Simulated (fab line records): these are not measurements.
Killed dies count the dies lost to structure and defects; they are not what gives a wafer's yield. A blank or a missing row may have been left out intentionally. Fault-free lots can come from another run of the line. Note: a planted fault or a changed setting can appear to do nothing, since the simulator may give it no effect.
Matching of chambers | flow nand-harc | 3 sister chambers for NHARC_A_M0_DEP_32 on pecvd-03
The step deposits SiCN, target thk 30 nm. 3 wafers are shown with their chamber, then 9 later ones without.

WAFERS WITH THEIR CHAMBER
wafer  | chamber | heater-power-w (W)
L085.1 | 1       | 489
L085.4 | 2       | 680
L085.5 | 0       | 533

WAFERS WITH NO CHAMBER GIVEN
wafer  | heater-power-w (W)
L087.1 | 586
L087.2 | 661
L087.3 | 545
L090.1 | 599
L090.3 | 550
L090.4 | 548
L088.1 | 585
L088.3 | 532
L088.4 | 534

WHICH CHAMBER EACH WENT THROUGH
wafer  | from the rows above          | in truth
L087.1 | can't be placed: 0 or 2 or 1 | 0
L087.2 | 2                            | 2
L087.3 | can't be placed: 0 or 1      | 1
L090.1 | can't be placed: 0 or 2 or 1 | 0
L090.3 | can't be placed: 0 or 1      | 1
L090.4 | can't be placed: 0 or 1      | 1
L088.1 | can't be placed: 0 or 2 or 1 | 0
L088.3 | can't be placed: 0 or 1      | 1
L088.4 | can't be placed: 0 or 1      | 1
Placed correctly: 1 of 9. Unplaceable from these rows: 8, with the true chamber sitting among the candidates in 8. Wrongly placed: 0.
How it was worked out, from the rows above alone: a wafer's distance from a chamber is the root of the sum, over the readings, of the square of ((its reading less the chamber's mean) divided by the reading's scatter). The wafer belongs to the nearest chamber; if the next one is less than 2 further off, it can't be placed. The mean given for a chamber averages the wafers shown for that chamber. The scatter: with one shown wafer a chamber, the root of the mean of the squares of how far each hidden wafer lies from its nearest shown one.
